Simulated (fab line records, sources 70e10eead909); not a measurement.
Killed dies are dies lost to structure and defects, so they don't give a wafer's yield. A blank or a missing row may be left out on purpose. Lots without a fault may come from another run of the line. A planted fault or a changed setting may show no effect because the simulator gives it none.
Which tool did it? | flow nand_harc | 11 lots, 33 wafers sampled, at 6 steps of a route of 1302

WHAT THE GAUGES READ, wafer by wafer
NHARC_P_GATE_CD_MEAS_11: target cd 1640 nm. Usual: cd_nm 1639.6 nm, standard deviation 1.3.
lot  | measured     | on        | cd_nm (nm)           | flag
L342 | day 4 13:54  | cd_sem-02 | 1639.5 1639.3 1638.4 |
L344 | day 5 02:54  | cd_sem-03 | 1640.4 1639.4 1641.4 |
L346 | day 6 04:07  | cd_sem-02 | 1641.0 1640.8 1641.4 |
L347 | day 6 13:07  | cd_sem-02 | 1636.9 1639.1 1639.2 |
L349 | day 7 08:01  | cd_sem-03 | 1639.7 1640.3 1642.3 |
L350 | day 7 22:58  | cd_sem-01 | 1640.2 1640.8 1640.5 |
L352 | day 8 10:59  | cd_sem-02 | 1638.2 1638.6 1639.4 |
L354 | day 9 08:47  | cd_sem-01 | - - -                | OFF
L359 | day 11 12:43 | cd_sem-01 | 1638.2 1640.0 1640.9 |
L364 | day 13 11:04 | cd_sem-02 | 1636.7 1638.4 1638.1 |
L365 | day 14 03:23 | cd_sem-03 | 1640.6 1640.6 1640.6 |

NHARC_END_SORT_01. Usual: killed_at_array 46, standard deviation 15; killed_at_other 0.8, standard deviation 1.1; killed_at_periphery 4.0, standard deviation 2.9; killed_dies 50, standard deviation 15; killed_open 3.2, standard deviation 1.8; killed_short 2.3, standard deviation 1.6.
lot  | measured     | on        | killed_at_array | killed_at_other | killed_at_periphery | killed_dies | killed_open | killed_short | flag
L354 | day 29 03:16 | prober-01 | 27 45 40        | 0 0 0           | 650 632 637         | 677 677 677 | 2 6 2       | 0 1 1        | OFF

WHICH TOOL RAN EACH LOT (tool, then ch and the chambers of the sampled wafers, then the start)
lot  | NHARC_P_ZERO_WELL_DESCUM_54        | NHARC_P_STI_DESCUM_14              | NHARC_P_GATE_EXPOSE_08            | NHARC_P_GATE_HM_DEP_102
L342 | rie_diel-10 ch 0,1,2, day 2 01:47  | rie_diel-12 ch 2,3, day 2 21:14    | krf_scanner-03 ch 0, day 4 13:44  | acl_dep-02 ch 0, day 5 04:03
L344 | rie_diel-01 ch 0,1,2, day 2 21:46  | rie_diel-12 ch 0,2,3, day 3 16:03  | krf_scanner-04 ch 0, day 5 02:45  | acl_dep-02 ch 0, day 5 15:39
L346 | rie_diel-01 ch 0,3, day 3 18:06    | rie_diel-12 ch 0,1, day 4 12:49    | krf_scanner-01 ch 0, day 6 03:58  | acl_dep-02 ch 0, day 6 22:51
L347 | rie_diel-01 ch 0,3, day 4 04:06    | rie_diel-02 ch 0,2,3, day 4 21:36  | krf_scanner-01 ch 0, day 6 12:58  | acl_dep-01 ch 0, day 7 01:46
L349 | rie_diel-05 ch 0,1, day 4 23:55    | rie_diel-02 ch 1,2, day 5 17:48    | krf_scanner-04 ch 0, day 7 07:51  | acl_dep-02 ch 0, day 7 20:40
L350 | rie_diel-05 ch 0,1,2, day 5 10:02  | rie_diel-12 ch 0,1,3, day 6 07:02  | krf_scanner-04 ch 0, day 7 22:49  | acl_dep-03 ch 0, day 8 12:19
L352 | rie_diel-05 ch 0,2, day 6 05:46    | rie_diel-13 ch 0,2,3, day 7 00:33  | krf_scanner-04 ch 0, day 8 10:50  | acl_dep-02 ch 0, day 9 09:01
L354 | rie_diel-01 ch 0,2, day 7 01:57    | rie_diel-13 ch 0,1,3, day 7 18:19  | krf_scanner-04 ch 0, day 9 08:38  | acl_dep-03 ch 0, day 9 22:58
L359 | rie_diel-05 ch 1,2,3, day 9 03:50  | rie_diel-02 ch 1,2,3, day 9 20:28  | krf_scanner-01 ch 0, day 11 12:34 | acl_dep-02 ch 0, day 12 02:26
L364 | rie_diel-05 ch 0,1,3, day 11 06:07 | rie_diel-02 ch 0,2, day 11 23:14   | krf_scanner-04 ch 0, day 13 10:54 | acl_dep-02 ch 0, day 14 01:44
L365 | rie_diel-10 ch 0,2,3, day 11 16:05 | rie_diel-02 ch 1,2,3, day 12 11:55 | krf_scanner-03 ch 0, day 14 03:14 | acl_dep-01 ch 0, day 14 16:06
- NHARC_P_ZERO_WELL_DESCUM_54: chemistry O2, time 3 s.
- NHARC_P_STI_DESCUM_14: chemistry O2, time 3 s.
- NHARC_P_GATE_EXPOSE_08: exposes mask P HV.
- NHARC_P_GATE_HM_DEP_102: deposits aC, target thk 120 nm.

WHAT THE TOOLS THEMSELVES READ (means of the sampled wafers that have a number; where no wafer has one, the mark that the record gives instead)
NHARC_P_ZERO_WELL_DESCUM_54. Usual: drypump_motor_current_A 5.6 A, standard deviation 0.44; oes_product_au 1.000 a.u., standard deviation 0.0067; rf_vpp_V 58.0 V, standard deviation 0.88; showerhead_plenum_p_Torr 1.96 Torr, standard deviation 0.073; throttle_valve_pct 11.312 %, standard deviation 0.0087.
lot  | tool        | drypump_motor_current_A (A) | oes_product_au (a.u.) | rf_vpp_V (V) | showerhead_plenum_p_Torr (Torr) | throttle_valve_pct (%) | flag
L342 | rie_diel-10 | 5.7                         | 0.999                 | 58.3         | 2.01                            | 11.315                 |
L344 | rie_diel-01 | 5.7                         | 1.006                 | 58.1         | 2.01                            | 11.302                 |
L346 | rie_diel-01 | 5.6                         | 0.994                 | 57.5         | 1.98                            | 11.312                 |
L347 | rie_diel-01 | 5.5                         | 1.006                 | 58.1         | 1.98                            | 11.313                 |
L349 | rie_diel-05 | 5.5                         | 0.998                 | 57.8         | 1.93                            | 11.312                 |
L350 | rie_diel-05 | 5.4                         | 0.998                 | 58.3         | 1.95                            | 11.316                 |
L352 | rie_diel-05 | 5.0                         | 0.997                 | 58.1         | 2.03                            | 11.316                 |
L354 | rie_diel-01 | 5.5                         | 1.003                 | 58.0         | 1.97                            | 11.308                 |
L359 | rie_diel-05 | 5.4                         | 1.003                 | 57.7         | 1.91                            | 11.310                 |
L364 | rie_diel-05 | 5.6                         | 0.995                 | 59.4         | 1.88                            | 11.309                 |
L365 | rie_diel-10 | 5.6                         | 1.002                 | 57.4         | 1.95                            | 11.311                 |

NHARC_P_STI_DESCUM_14. Usual: drypump_motor_current_A 5.7 A, standard deviation 0.48; oes_product_au 1.001 a.u., standard deviation 0.0071; rf_vpp_V 57.9 V, standard deviation 0.89; showerhead_plenum_p_Torr 1.90 Torr, standard deviation 0.078; throttle_valve_pct 11.310 %, standard deviation 0.0098.
lot  | tool        | drypump_motor_current_A (A) | oes_product_au (a.u.) | rf_vpp_V (V) | showerhead_plenum_p_Torr (Torr) | throttle_valve_pct (%) | flag
L342 | rie_diel-12 | 5.8                         | 1.001                 | 57.7         | 1.87                            | 11.304                 |
L344 | rie_diel-12 | 6.1                         | 0.996                 | 57.6         | 1.91                            | 11.309                 |
L346 | rie_diel-12 | 6.1                         | 0.993                 | 58.0         | 1.96                            | 11.313                 |
L347 | rie_diel-02 | 5.6                         | 1.002                 | 57.8         | 1.93                            | 11.305                 |
L349 | rie_diel-02 | 5.5                         | 1.002                 | 58.3         | 2.04                            | 11.302                 |
L350 | rie_diel-12 | 5.9                         | 0.993                 | 59.0         | 1.92                            | 11.324                 |
L352 | rie_diel-13 | 5.7                         | 1.009                 | 57.8         | 1.83                            | 11.301                 |
L354 | rie_diel-13 | 5.5                         | 1.005                 | 58.5         | 1.86                            | 11.310                 |
L359 | rie_diel-02 | 5.4                         | 1.010                 | 57.7         | 1.99                            | 11.315                 |
L364 | rie_diel-02 | 5.9                         | 0.991                 | 58.5         | 1.91                            | 11.306                 |
L365 | rie_diel-02 | 5.4                         | 1.006                 | 59.0         | 1.99                            | 11.305                 |

NHARC_P_GATE_EXPOSE_08. Usual: exposure_dose_mJ_cm2 16.750, standard deviation 0.02.
lot  | tool           | exposure_dose_mJ_cm2 | flag
L342 | krf_scanner-03 | 16.733               |
L344 | krf_scanner-04 | 16.733               |
L346 | krf_scanner-01 | 16.767               |
L347 | krf_scanner-01 | 16.768               |
L349 | krf_scanner-04 | 16.752               |
L350 | krf_scanner-04 | 16.755               |
L352 | krf_scanner-04 | 16.755               |
L354 | krf_scanner-04 | 16.753               |
L359 | krf_scanner-01 | 16.761               |
L364 | krf_scanner-04 | 16.763               |
L365 | krf_scanner-03 | 16.734               |

NHARC_P_GATE_HM_DEP_102. Usual: throttle_valve_pct 35.001 %, standard deviation 0.0091.
lot  | tool       | throttle_valve_pct (%) | flag
L342 | acl_dep-02 | 35.008                 |
L344 | acl_dep-02 | 35.009                 |
L346 | acl_dep-02 | 35.012                 |
L347 | acl_dep-01 | 35.000                 |
L349 | acl_dep-02 | 35.001                 |
L350 | acl_dep-03 | 35.007                 |
L352 | acl_dep-02 | 34.998                 |
L354 | acl_dep-03 | 34.997                 |
L359 | acl_dep-02 | 35.005                 |
L364 | acl_dep-02 | 34.999                 |
L365 | acl_dep-01 | 35.006                 |

THE ANSWER, worked out from the rows above alone
Rule: a lot is off if the mean of its wafers that have a number lies more than 3 standard deviations from the usual mean. A lot without any number at a reading at which 4 lots or more have one is off too. The other lots that the step has rows for count as sound. The gauges are gone through in route order, then the tools' own readings, and for those a lot's mean is taken as printed above. The first step at which some lot is off is used, and at that step the reading that is off furthest; a lot without a number counts as furthest.
Off: L354, at NHARC_P_GATE_CD_MEAS_11 (cd_nm). Without a number there: L354.
A tool fits if, at a process step before that reading, it ran every lot that is off, and no sound lot after the first of them. The gauges at NHARC_P_GATE_CD_MEAS_11 aren't tried: what is off there is off at NHARC_END_SORT_01 too, on other tools, and a gauge's error can't cause that. Can't be told from this: 2 tools fit, rie_diel-01 at NHARC_P_ZERO_WELL_DESCUM_54, rie_diel-13 at NHARC_P_STI_DESCUM_14.

WHAT THE SIMULATOR HAD PUT IN
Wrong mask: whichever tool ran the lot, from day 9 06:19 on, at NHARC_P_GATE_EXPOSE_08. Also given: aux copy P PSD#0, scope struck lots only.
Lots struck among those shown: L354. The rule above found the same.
